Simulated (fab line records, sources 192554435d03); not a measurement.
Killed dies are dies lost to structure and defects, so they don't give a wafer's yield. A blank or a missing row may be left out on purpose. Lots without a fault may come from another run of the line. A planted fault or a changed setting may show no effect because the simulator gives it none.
fab line records | flow n5_finfet
record lots=6 wafers=17 last_day=17
route steps=1938 shown BEOL_M10@1501
lots that met no fault: from a run of the same line without faults
start_h: hours from the record's first day to the start of the lot's first wafer shown | wait_h: hours since the lot's step before | " the same as in the row above | L1.1+2: a row that stands for several wafers | - no value, or no start given | * or withheld: withheld | < > ~ a bound
route shown NAME@n: a module of which the file shows steps, and the number in the route of the first | usual: mean/standard deviation of fault-free wafers | same: alike in all rows | chamber/n: place in a boat | sites: the reading at each site | _std_site: their standard deviation | _edge_site: outer sites' mean less inner sites' | radius_mm: how far each site lies from the wafer's centre | mask NAME#n: copy n | behind: the tool/chamber that last shaped the wafer | hold: why the lot was held/for how many hours/how that ended | device: the transistor (n, p or np) that didn't switch | end of line: the same wafers' tests at the end of the route | a step without rows: its recipe alone | killed: dies lost to structure and defects at the first sort, not the wafer's yield | map: a wafer's dies, x killed, . not, _ none there
set.NAME: the setting as run; set.NAME@STEP: as run at that earlier step | model.NAME: the simulator's own value behind a step, which no gauge read
lots at some steps of the route; a table a step, a row a wafer
services: from which hour (start_h, from the record's first day; less than 0 if before it) a tool's chamber was out of use, for how many hours, and why
## steps
# step N5_BEOL_M10_DEVELOP_27
# recipe develop_time_s=30 developer=TMAH resist=CAR-ArF rinse_liquid=diw dry=air_spin dev_temp_c=23
# step N5_BEOL_M10_CD_MEAS_28
# recipe target_cd_nm=70 landing_energy_ev=500 detector=se_inlens polarity=opening
# usual cd_nm=69.4/1.3
# columns lot.wafer tool chamber start_h wait_h cd_nm
L812.3 cd_sem-02 0 222.40 - 69.2
L812.5 " 0 " " 68.0
L812.6 " 0 " " 68.5
L814.1 cd_sem-03 0 237.04 - 70.8
L814.4 " 0 " " 69.0
L814.6 " 0 " " 69.4
L822.2 cd_sem-03 0 279.78 - 70.2
L822.3 " 0 " " 69.7
L825.1 cd_sem-03 0 299.78 - 67.2
L825.2 " 0 " " 68.6
L825.5 " 0 " " 66.7
L832.1 cd_sem-02 0 352.37 - 69.8
L832.3 " 0 " " 70.0
L832.5 " 0 " " 70.1
L833.1 cd_sem-02 0 354.25 - 71.0
L833.5 " 0 " " 71.4
L833.6 " 0 " " 71.7
# step N5_BEOL_M10_OVL_MEAS_29
# recipe points_per_wafer=44
# usual V9_OVL=0.6/0.66
# columns lot.wafer tool chamber start_h wait_h V9_OVL[nm]
L812.3 overlay-02 0 222.43 0.0 0.5
L812.5 " 0 " " 0.9
L812.6 " 0 " " 0.3
L814.1 overlay-01 0 237.07 0.0 0.9
L814.4 " 0 " " 0.8
L814.6 " 0 " " 0.6
L822.2 overlay-02 0 279.81 0.0 0.1
L822.3 " 0 " " 0.3
L825.1 overlay-02 0 299.81 0.0 0.7
L825.2 " 0 " " 0.1
L825.5 " 0 " " 0.9
L832.1 overlay-01 0 352.40 0.0 1.3
L832.3 " 0 " " 0.7
L832.5 " 0 " " 1.5
L833.1 overlay-02 0 354.28 0.0 -0.6
L833.5 " 0 " " 0.6
L833.6 " 0 " " 0.0
# step N5_BEOL_M10_INSPECT_30
# recipe mode=adi inspect_instrument=brightfield
# usual raw_defect_count=416/100
# columns lot.wafer tool chamber start_h wait_h raw_defect_count
L812.3 defect_inspect-01 - 222.45 0.0 306
L812.5 " - " " 478
L812.6 " - " " 324
L814.1 defect_inspect-02 - 237.09 0.0 361
L814.4 " - " " 310
L814.6 " - " " 329
L822.2 defect_inspect-02 - 279.84 0.0 260
L822.3 " - " " 412
L825.1 defect_inspect-02 - 299.83 0.0 482
L825.2 " - " " 360
L825.5 " - " " 589
L832.1 defect_inspect-01 - 352.42 0.0 309
L832.3 " - " " 400
L832.5 " - " " 407
L833.1 defect_inspect-01 - 354.31 0.0 405
L833.5 " - " " 474
L833.6 " - " " 384
# step N5_BEOL_M10_DESCUM_33
# recipe chemistry=O2 time_s=7.9 source_power_w=50 bias_power_w=20 pressure_mtorr=20 rf_frequency_hz=2.712e+07 temp_c=40 resist=CAR-ArF o2_flow_sccm=225
# usual bias_power_w=20.00/0.064 drypump_motor_current_A=5.6/0.46 oes_product_au=0.78/0.088 rf_fwd_power_W=49.42/0.24 rf_vpp_V=243.4/1.6 showerhead_plenum_p_Torr=2.11/0.084 throttle_valve_pct=20.40/0.22
# columns lot.wafer tool chamber start_h wait_h bias_power_w drypump_motor_current_A oes_product_au rf_fwd_power_W rf_hours_counter_h rf_vpp_V showerhead_plenum_p_Torr throttle_valve_pct
L812.3 rie_diel-03 0 222.99 0.5 19.98 6.3 0.70 49.54 205 245.6 2.17 20.78
L812.5 " 3 " " 20.02 5.6 0.67 48.83 - 242.7 2.12 20.68
L812.6 " 0 " " 20.06 6.2 0.70 49.40 - 243.4 2.17 20.78
L814.1 rie_diel-01 3 237.30 0.2 19.99 5.7 0.71 49.21 215 243.8 2.12 20.26
L814.4 " 2 " " 19.97 5.0 0.91 49.39 39 246.2 2.21 20.42
L814.6 " 0 " " 19.98 6.5 0.81 49.61 - 243.6 2.15 20.48
L822.2 rie_diel-03 3 279.87 0.0 19.97 5.6 0.65 49.12 250 244.4 2.11 20.74
L822.3 " 1 " " 19.91 5.2 0.82 49.42 97 244.8 2.20 20.13
L825.1 rie_diel-03 1 300.15 0.3 19.93 5.2 0.82 49.39 107 245.4 2.19 20.15
L825.2 " 2 " " 20.02 6.1 0.72 49.48 206 241.8 1.98 20.44
L825.5 " 2 " " 20.13 6.0 0.73 49.82 - 241.0 1.98 20.43
L832.1 rie_diel-04 2 352.75 0.3 19.98 5.1 0.78 49.42 100 246.7 2.16 20.01
L832.3 " 1 " " 19.99 5.9 0.85 49.22 70 241.1 2.03 20.36
L832.5 " 3 " " 19.99 5.0 0.70 49.53 - 240.5 1.98 20.54
L833.1 rie_diel-01 3 354.69 0.4 20.03 5.7 0.96 49.43 2 244.5 2.11 19.90
L833.5 " 2 " " 19.90 5.0 0.83 49.31 - 245.4 2.19 20.50
L833.6 " 3 " " 19.96 5.7 0.96 49.19 - 243.8 2.11 19.89
# step N5_BEOL_M10_ETCH_65
# recipe chemistry=CF4 target=SiARC target_depth_a=390 mask_material=CAR-ArF time_s=65 ion_energy_ev=80 pressure_mtorr=40 source_w=545 bias_w=36 Ar_flow_sccm=100 cf4_flow_sccm=100 ends=cleared
# step N5_BEOL_M10_ETCH_66
# recipe chemistry=N2/H2 target=SOC target_depth_a=1200 overetch_a=240 mask_material=SiARC temp_c=40 time_s=180 ion_energy_ev=200 pressure_mtorr=30 source_w=840 bias_w=150 n2_flow_sccm=200 h2_flow_sccm=200
# usual drypump_motor_current_A=5.6/0.46 oes_product_au=0.63/0.069 rf_fwd_power_W=836.8/2.7 rf_vpp_V=525/3.2 showerhead_plenum_p_Torr=2.58/0.11 throttle_valve_pct=17.89/0.28
# columns lot.wafer tool chamber start_h wait_h drypump_motor_current_A oes_product_au rf_fwd_power_W rf_hours_counter_h rf_vpp_V showerhead_plenum_p_Torr throttle_valve_pct
L812.3 rie_diel-03 0 223.08 0.0 6.3 0.57 835.4 205 526 2.64 18.30
L812.5 " 3 " " 5.6 0.55 836.2 - 527 2.60 18.22
L812.6 " 0 " " 6.3 0.57 837.5 - 526 2.64 18.29
L814.1 rie_diel-01 3 237.38 0.0 5.7 0.58 837.9 215 525 2.67 18.17
L814.4 " 2 " " 5.1 0.73 836.4 39 528 2.72 18.04
L814.6 " 0 " " 6.5 0.64 840.5 - 524 2.58 17.68
L822.2 rie_diel-03 3 279.95 0.0 5.6 0.54 832.5 250 526 2.59 18.27
L822.3 " 1 " " 5.3 0.67 832.2 97 528 2.66 17.39
L825.1 rie_diel-03 1 300.24 0.0 5.1 0.65 836.8 107 529 2.65 17.40
L825.2 " 2 " " 6.0 0.59 836.2 206 521 2.40 17.77
L825.5 " 2 " " 6.1 0.58 836.4 - 520 2.40 17.76
L832.1 rie_diel-04 2 352.84 0.0 5.1 0.63 837.1 100 527 2.65 17.53
L832.3 " 1 " " 5.8 0.69 834.1 70 522 2.46 17.79
L832.5 " 3 " " 5.1 0.55 840.3 - 520 2.43 18.13
L833.1 rie_diel-01 3 354.78 0.0 5.7 0.78 838.5 2 525 2.65 17.77
L833.5 " 2 " " 5.1 0.67 835.2 - 527 2.70 18.11
L833.6 " 3 " " 5.7 0.77 838.2 - 527 2.65 17.75
# step N5_BEOL_M10_STRIP_69
# recipe chemistry=N2/H2 temp_c=40 n2_flow_sccm=200 h2_flow_sccm=200 rf_frequency_hz=6e+07
# step N5_BEOL_M10_VIA_ETCH_34
# recipe chemistry=C4F6/O2 target=SiCOH_lowk target_depth_a=1845 mask_material=SOC taper_deg=4 time_s=69.2 ion_energy_ev=250 pressure_mtorr=30 source_w=345 bias_w=185 Ar_flow_sccm=300 C4F6_flow_sccm=10 O2_flow_sccm=10
# usual drypump_motor_current_A=5.6/0.46 oes_product_au=0.78/0.088 rf_fwd_power_W=342.2/1.3 rf_vpp_V=674/19 showerhead_plenum_p_Torr=2.89/0.12 throttle_valve_pct=20.98/0.18
# columns lot.wafer tool chamber start_h wait_h drypump_motor_current_A oes_product_au rf_fwd_power_W rf_hours_counter_h rf_vpp_V showerhead_plenum_p_Torr throttle_valve_pct
L812.3 rie_diel-03 0 223.20 0.0 6.3 0.69 343.3 205 669 2.93 21.17
L812.5 " 3 " " 5.6 0.67 339.2 - 699 2.93 21.42
L812.6 " 0 " " 6.3 0.69 342.7 - 669 2.93 21.19
L814.1 rie_diel-01 3 237.51 0.0 5.7 0.72 343.0 215 712 2.93 20.97
L814.4 " 2 " " 5.0 0.91 344.3 39 665 3.02 21.01
L814.6 " 0 " " 6.6 0.80 342.4 - 665 2.90 20.86
L822.2 rie_diel-03 3 280.08 0.0 5.6 0.65 341.0 250 699 2.92 21.45
L822.3 " 1 " " 5.2 0.84 341.0 97 690 3.00 20.74
L825.1 rie_diel-03 1 300.36 0.0 5.2 0.82 341.0 107 688 3.00 20.76
L825.2 " 2 " " 6.0 0.73 340.2 206 669 2.71 20.95
L825.5 " 2 " " 6.0 0.74 342.4 - 668 2.71 20.95
L832.1 rie_diel-04 2 352.96 0.0 5.1 0.80 343.1 100 682 3.00 20.86
L832.3 " 1 " " 5.8 0.83 342.8 70 639 2.77 20.90
L832.5 " 3 " " 5.0 0.69 343.1 - 655 2.71 21.09
L833.1 rie_diel-01 3 354.90 0.0 5.7 0.98 342.3 2 710 2.91 20.63
L833.5 " 2 " " 5.0 0.83 344.0 - 663 3.00 21.07
L833.6 " 3 " " 5.7 0.97 343.2 - 710 2.91 20.59
# step N5_BEOL_M10_STRIP_73
# recipe chemistry=C4F6/O2 resist=SiARC rf_frequency_hz=6e+07
# step N5_BEOL_M10_STRIP_36
# recipe chemistry=N2/H2 power_w=450 temp_c=40 pressure_mtorr=20 rf_frequency_hz=6e+07 overash_fraction=0.3 bias_power_w=7 h2_frac=0.5 n2_flow_sccm=200 h2_flow_sccm=200
# usual bias_power_w=6.998/0.021 drypump_motor_current_A=5.6/0.46 oes_product_au=0.78/0.086 rf_vpp_V=59.3/1.9 showerhead_plenum_p_Torr=2.58/0.11 throttle_valve_pct=23.7/0.37
# columns lot.wafer tool chamber start_h wait_h bias_power_w drypump_motor_current_A oes_product_au rf_hours_counter_h rf_vpp_V showerhead_plenum_p_Torr throttle_valve_pct
L812.3 rie_diel-03 0 223.27 0.0 6.998 6.3 0.69 205 61.3 2.64 24.2
L812.5 " 3 " " 7.013 5.6 0.67 - 59.6 2.60 24.0
L812.6 " 0 " " 6.969 6.3 0.71 - 59.9 2.64 24.1
L814.1 rie_diel-01 3 237.57 0.0 6.999 5.6 0.71 215 56.8 2.66 24.1
L814.4 " 2 " " 6.992 5.1 0.92 39 61.0 2.71 24.1
L814.6 " 0 " " 7.016 6.5 0.80 - 58.8 2.57 23.6
L822.2 rie_diel-03 3 280.14 0.0 7.028 5.7 0.65 250 61.5 2.59 24.0
L822.3 " 1 " " 7.011 5.2 0.84 97 62.1 2.65 22.9
L825.1 rie_diel-03 1 300.42 0.0 6.997 5.2 0.80 107 59.6 2.65 22.9
L825.2 " 2 " " 6.963 6.1 0.72 206 58.2 2.40 23.4
L825.5 " 2 " " 7.013 6.0 0.73 - 61.8 2.40 23.4
L832.1 rie_diel-04 2 353.02 0.0 7.006 5.1 0.77 100 55.3 2.64 23.4
L832.3 " 1 " " 6.979 5.9 0.84 70 61.0 2.46 23.7
L832.5 " 3 " " 6.963 5.0 0.69 - 56.2 2.43 24.0
L833.1 rie_diel-01 3 354.96 0.0 7.019 5.7 0.95 2 61.2 2.65 23.7
L833.5 " 2 " " 7.001 5.1 0.85 - 62.8 2.69 24.1
L833.6 " 3 " " 7.025 5.6 0.96 - 59.2 2.65 23.8
# step N5_BEOL_M10_TRENCH_ETCH_37
# recipe chemistry=C4F6/O2 target_depth_a=1488.3 target=SiCOH_lowk time_s=48 ion_energy_ev=250 pressure_mtorr=30 source_w=345 bias_w=185 Ar_flow_sccm=300 C4F6_flow_sccm=10 O2_flow_sccm=10
# usual drypump_motor_current_A=5.6/0.46 oes_product_au=0.78/0.088 rf_fwd_power_W=341.7/1.6 rf_vpp_V=674/19 showerhead_plenum_p_Torr=2.89/0.12 throttle_valve_pct=21.01/0.18
# columns lot.wafer tool chamber start_h wait_h drypump_motor_current_A oes_product_au rf_fwd_power_W rf_hours_counter_h rf_vpp_V showerhead_plenum_p_Torr throttle_valve_pct
L812.3 rie_diel-03 0 - - 6.2 0.69 342.2 205 670 2.93 21.20
L812.5 " 3 " " 5.6 0.67 338.3 - 697 2.93 21.45
L812.6 " 0 " " 6.2 0.70 341.6 - 669 2.93 21.21
L814.1 rie_diel-01 3 - - 5.7 0.72 341.2 215 712 2.93 20.99
L814.4 " 2 " " 5.1 0.90 343.6 39 666 3.02 21.03
L814.6 " 0 " " 6.5 0.80 342.2 - 666 2.90 20.89
L822.2 rie_diel-03 3 - - 5.6 0.65 337.6 250 698 2.92 21.50
L822.3 " 1 " " 5.2 0.85 341.8 97 689 3.00 20.77
L825.1 rie_diel-03 1 - - 5.2 0.84 341.2 107 687 3.00 20.78
L825.2 " 2 " " 6.0 0.74 343.4 206 669 2.71 20.98
L825.5 " 2 " " 6.0 0.73 344.4 - 669 2.71 20.99
L832.1 rie_diel-04 2 - - 5.1 0.80 342.3 100 682 3.00 20.89
L832.3 " 1 " " 5.8 0.85 343.2 70 640 2.78 20.93
L832.5 " 3 " " 5.0 0.69 341.6 - 653 2.71 21.10
L833.1 rie_diel-01 3 - - 5.7 0.96 342.5 2 709 2.91 20.64
L833.5 " 2 " " 5.1 0.82 343.1 - 662 3.00 21.07
L833.6 " 3 " " 5.7 0.98 343.5 - 711 2.91 20.64
# step N5_BEOL_M10_ETCH_41
# recipe chemistry=CH3F/O2 target=SiCN target_depth_a=426 taper_deg=2 time_s=86 ion_energy_ev=120 mask_material=TiN pressure_mtorr=30 source_w=395 bias_w=75 Ar_flow_sccm=150 CH3F_flow_sccm=30 O2_flow_sccm=20
# usual drypump_motor_current_A=5.6/0.46 oes_product_au=0.78/0.087 rf_fwd_power_W=392.3/1.6 rf_vpp_V=297.9/1.8 showerhead_plenum_p_Torr=2.03/0.085 throttle_valve_pct=16.38/0.19
# columns lot.wafer tool chamber start_h wait_h drypump_motor_current_A oes_product_au rf_fwd_power_W rf_hours_counter_h rf_vpp_V showerhead_plenum_p_Torr throttle_valve_pct model.etch.depth_nm
L812.3 rie_diel-03 0 223.35 - 6.3 0.70 392.1 205 298.9 2.06 16.65 31.79
L812.5 " 3 " " 5.6 0.68 389.6 - 298.9 2.06 16.81 32.02
L812.6 " 0 " " 6.3 0.69 392.1 - 298.5 2.06 16.67 31.56
L814.1 rie_diel-01 3 237.65 - 5.7 0.72 393.0 215 298.0 2.06 16.42 32.81
L814.4 " 2 " " 5.1 0.90 394.1 39 299.1 2.12 16.35 33.01
L814.6 " 0 " " 6.5 0.80 393.5 - 299.0 2.04 16.23 32.62
L822.2 rie_diel-03 3 280.22 - 5.6 0.65 390.3 250 298.7 2.05 16.85 32.1
L822.3 " 1 " " 5.2 1.14 392.6 97 301.3 2.11 16.15 53.64
L825.1 rie_diel-03 1 300.50 - 5.2 1.11 392.8 107 298.8 2.11 16.16 52.45
L825.2 " 2 " " 6.0 0.72 391.8 207 294.3 1.90 16.41 32.96
L825.5 " 2 " " 6.0 0.73 390.9 - 295.8 1.90 16.41 32.9
L832.1 rie_diel-04 2 353.10 - 5.1 0.81 393.4 100 299.8 2.11 16.20 34.61
L832.3 " 1 " " 5.8 0.84 391.8 70 297.1 1.95 16.26 32.1
L832.5 " 3 " " 5.0 0.69 392.8 - 294.6 1.90 16.52 33.63
L833.1 rie_diel-01 3 355.04 - 5.6 0.97 395.3 2 300.0 2.05 15.98 32.89
L833.5 " 2 " " 5.0 0.83 391.2 - 299.5 2.11 16.42 32.19
L833.6 " 3 " " 5.7 0.98 394.6 - 297.8 2.05 15.96 33.36
# step N5_BEOL_M10_STRIP_77
# recipe chemistry=N2/H2 time_s=10 power_w=450 temp_c=40 pressure_mtorr=20 rf_frequency_hz=6e+07 bias_power_w=7 n2_flow_sccm=200 h2_flow_sccm=200
## services
# columns tool chamber start_h hours kind
rie_diel-04 1 218.01 6.0 repair
rie_diel-03 3 280.33 - clean
rie_diel-03 3 280.33 - consumable_replace:focus_ring
rie_diel-03 3 280.33 19.1 scheduled_down
rie_diel-03 3 280.33 19.1 vent_cycle
rie_diel-01 2 299.64 2.8 repair
rie_diel-01 1 302.48 - clean
rie_diel-01 1 302.48 - consumable_replace:focus_ring
rie_diel-01 1 302.48 - consumable_replace:showerhead
rie_diel-01 1 302.48 17.3 scheduled_down
rie_diel-01 1 302.48 17.3 vent_cycle
rie_diel-01 3 329.51 - clean
rie_diel-01 3 329.51 - consumable_replace:focus_ring
rie_diel-01 3 329.51 22.1 scheduled_down
rie_diel-01 3 329.51 22.1 vent_cycle
rie_diel-03 0 334.66 - clean
rie_diel-03 0 334.66 - consumable_replace:focus_ring
rie_diel-03 0 334.66 15.4 scheduled_down
rie_diel-03 0 334.66 15.4 vent_cycle
## key
first_sign step=N5_BEOL_M10_ETCH_41 reading=oes_product_au direction=up sigmas=3.9 usual=0.78 struck=1.13
effect none on later readings
model_effect step=N5_BEOL_M10_ETCH_41 value=etch.depth_nm without=34.2 struck=53.04
met_at N5_BEOL_M10_ETCH_41
struck_wafers L822.3,L825.1
onset_between 223.35 280.22
fault kind=process_parameter_drift tool=rie_diel-03 chamber=- onset_h=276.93 steps=N5_BEOL_M10_ETCH_41 channel=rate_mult offset=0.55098 shape=step end_h=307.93 scope=struck_wafers_only
